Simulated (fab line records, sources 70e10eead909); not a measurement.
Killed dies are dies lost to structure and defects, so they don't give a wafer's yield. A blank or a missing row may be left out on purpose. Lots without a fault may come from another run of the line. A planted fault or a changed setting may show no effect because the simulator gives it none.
Which tool did it? | flow nand_harc | 24 lots, 72 wafers sampled, at 3 steps of a route of 1302

WHAT THE GAUGES READ, wafer by wafer
NHARC_A_ONON_D1_INSPECT_32. Usual: raw_defect_count 72, standard deviation 23.
lot  | measured     | on                | raw_defect_count | flag
L075 | day 8 13:55  | defect_inspect-02 | 61 61 50         |
L074 | day 8 13:55  | defect_inspect-01 | 76 53 92         |
L076 | day 9 01:32  | defect_inspect-02 | 127 56 79        |
L077 | day 9 15:21  | defect_inspect-02 | 62 65 73         |
L078 | day 10 00:59 | defect_inspect-01 | 31 76 66         |
L079 | day 10 19:02 | defect_inspect-01 | 87 60 75         |
L080 | day 11 01:16 | defect_inspect-01 | 67 78 68         |
L081 | day 11 08:50 | defect_inspect-02 | 87 80 86         |
L082 | day 11 22:14 | defect_inspect-02 | 98 99 108        |
L083 | day 11 22:14 | defect_inspect-01 | 52 60 29         |
L084 | day 12 12:34 | defect_inspect-01 | 89 98 53         |
L085 | day 12 23:34 | defect_inspect-01 | 53 51 74         |
L086 | day 13 09:18 | defect_inspect-01 | 88 48 33         |
L087 | day 13 09:18 | defect_inspect-02 | 68 40 48         |
L088 | day 14 11:00 | defect_inspect-02 | 57 66 58         |
L089 | day 14 10:58 | defect_inspect-01 | 91 59 46         |
L090 | day 15 07:44 | defect_inspect-01 | 87 71 152        |
L091 | day 15 12:17 | defect_inspect-02 | 80 114 77        |
L092 | day 15 20:15 | defect_inspect-02 | 49 46 41         |
L093 | day 16 06:08 | defect_inspect-01 | 65 75 117        |
L094 | day 16 22:28 | defect_inspect-02 | 55 60 97         |
L095 | day 16 22:25 | defect_inspect-02 | 102 76 80        |
L096 | day 17 11:55 | defect_inspect-01 | 95 120 107       |
L097 | day 17 15:50 | defect_inspect-02 | 77 45 44         |

NHARC_A_CHANNEL_HOLE_D1_INSPECT_12. Usual: raw_defect_count 5, standard deviation 3.1.
lot  | measured     | on                | raw_defect_count | flag
L075 | day 8 17:36  | defect_inspect-02 | 4 3 2            |
L074 | day 8 16:46  | defect_inspect-01 | 7 1 2            |
L076 | day 9 10:37  | defect_inspect-02 | 14 5 7           |
L077 | day 9 18:59  | defect_inspect-01 | 3 4 6            |
L078 | day 10 04:28 | defect_inspect-01 | 1 7 4            |
L079 | day 10 22:25 | defect_inspect-02 | 10 3 1           |
L080 | day 11 04:07 | defect_inspect-02 | 8 2 3            |
L081 | day 11 11:46 | defect_inspect-01 | 12 3 7           |
L082 | day 12 03:39 | defect_inspect-02 | 12 10 8          |
L083 | day 12 01:44 | defect_inspect-02 | 3 2 5            |
L084 | day 12 17:06 | defect_inspect-01 | 3 3 6            |
L085 | day 13 02:25 | defect_inspect-02 | 3 2 5            |
L086 | day 13 16:08 | defect_inspect-02 | 8 3 5            |
L087 | day 13 14:32 | defect_inspect-01 | 1 4 5            |
L088 | day 14 14:22 | defect_inspect-01 | 6 10 6           |
L089 | day 14 13:49 | defect_inspect-01 | 6 4 3            |
L090 | day 15 10:28 | defect_inspect-01 | 8 6 10           |
L091 | day 15 15:47 | defect_inspect-01 | 10 6 6           |
L092 | day 16 01:26 | defect_inspect-01 | 1 0 5            |
L093 | day 16 08:59 | defect_inspect-02 | 6 6 9            |
L094 | day 17 02:52 | defect_inspect-02 | 7 5 2            |
L095 | day 17 01:19 | defect_inspect-02 | 5 8 5            |
L096 | day 17 15:08 | defect_inspect-01 | 11 8 5           |
L097 | day 17 18:46 | defect_inspect-01 | 7 7 3            |

WHICH TOOL RAN EACH LOT (tool, then ch and the chambers of the sampled wafers, then the start)
lot  | NHARC_P_BONDPAD_DEGAS_25
L075 | pvd_sputter-02, day 6 20:29
L074 | pvd_sputter-02, day 6 21:47
L076 | pvd_sputter-03, day 7 11:04
L077 | pvd_sputter-02, day 8 00:29
L078 | pvd_sputter-01, day 8 09:47
L079 | pvd_sputter-01, day 8 20:26
L080 | pvd_sputter-02, day 9 09:17
L081 | pvd_sputter-01, day 9 17:55
L082 | pvd_sputter-01, day 10 03:44
L083 | pvd_sputter-01, day 10 08:31
L084 | pvd_sputter-03, day 10 17:38
L085 | pvd_sputter-02, day 11 07:53
L086 | pvd_sputter-01, day 11 18:53
L087 | pvd_sputter-02, day 11 22:14
L088 | pvd_sputter-01, day 12 21:41
L089 | pvd_sputter-03, day 12 22:47
L090 | pvd_sputter-01, day 13 14:05
L091 | pvd_sputter-03, day 13 22:03
L092 | pvd_sputter-03, day 14 03:30
L093 | pvd_sputter-03, day 14 15:42
L094 | pvd_sputter-01, day 15 07:17
L095 | pvd_sputter-03, day 15 07:37
L096 | pvd_sputter-01, day 15 16:33
L097 | pvd_sputter-02, day 16 01:28
- NHARC_P_BONDPAD_DEGAS_25: time 60 s.

WHAT THE TOOLS THEMSELVES READ (means of the sampled wafers that have a number; where no wafer has one, the mark that the record gives instead)
NHARC_P_BONDPAD_DEGAS_25. Usual: heater_power_w 452 W, standard deviation 52.
lot  | tool           | heater_power_w (W) | flag
L075 | pvd_sputter-02 | 467                |
L074 | pvd_sputter-02 | 463                |
L076 | pvd_sputter-03 | 487                |
L077 | pvd_sputter-02 | 443                |
L078 | pvd_sputter-01 | 428                |
L079 | pvd_sputter-01 | 438                |
L080 | pvd_sputter-02 | 455                |
L081 | pvd_sputter-01 | 464                |
L082 | pvd_sputter-01 | 430                |
L083 | pvd_sputter-01 | 465                |
L084 | pvd_sputter-03 | 499                |
L085 | pvd_sputter-02 | 442                |
L086 | pvd_sputter-01 | 441                |
L087 | pvd_sputter-02 | 443                |
L088 | pvd_sputter-01 | 400                |
L089 | pvd_sputter-03 | 519                |
L090 | pvd_sputter-01 | 451                |
L091 | pvd_sputter-03 | 456                |
L092 | pvd_sputter-03 | 489                |
L093 | pvd_sputter-03 | 491                |
L094 | pvd_sputter-01 | 406                |
L095 | pvd_sputter-03 | 485                |
L096 | pvd_sputter-01 | 465                |
L097 | pvd_sputter-02 | 417                |

THE ANSWER, worked out from the rows above alone
Rule: a lot is off if the mean of its wafers that have a number lies more than 3 standard deviations from the usual mean. A lot without any number at a reading at which 4 lots or more have one is off too. The other lots that the step has rows for count as sound. The gauges are gone through in route order, then the tools' own readings, and for those a lot's mean is taken as printed above. The first step at which some lot is off is used, and at that step the reading that is off furthest; a lot without a number counts as furthest.
No lot is off at any reading shown: from this, nothing can be told.

WHAT THE SIMULATOR HAD PUT IN
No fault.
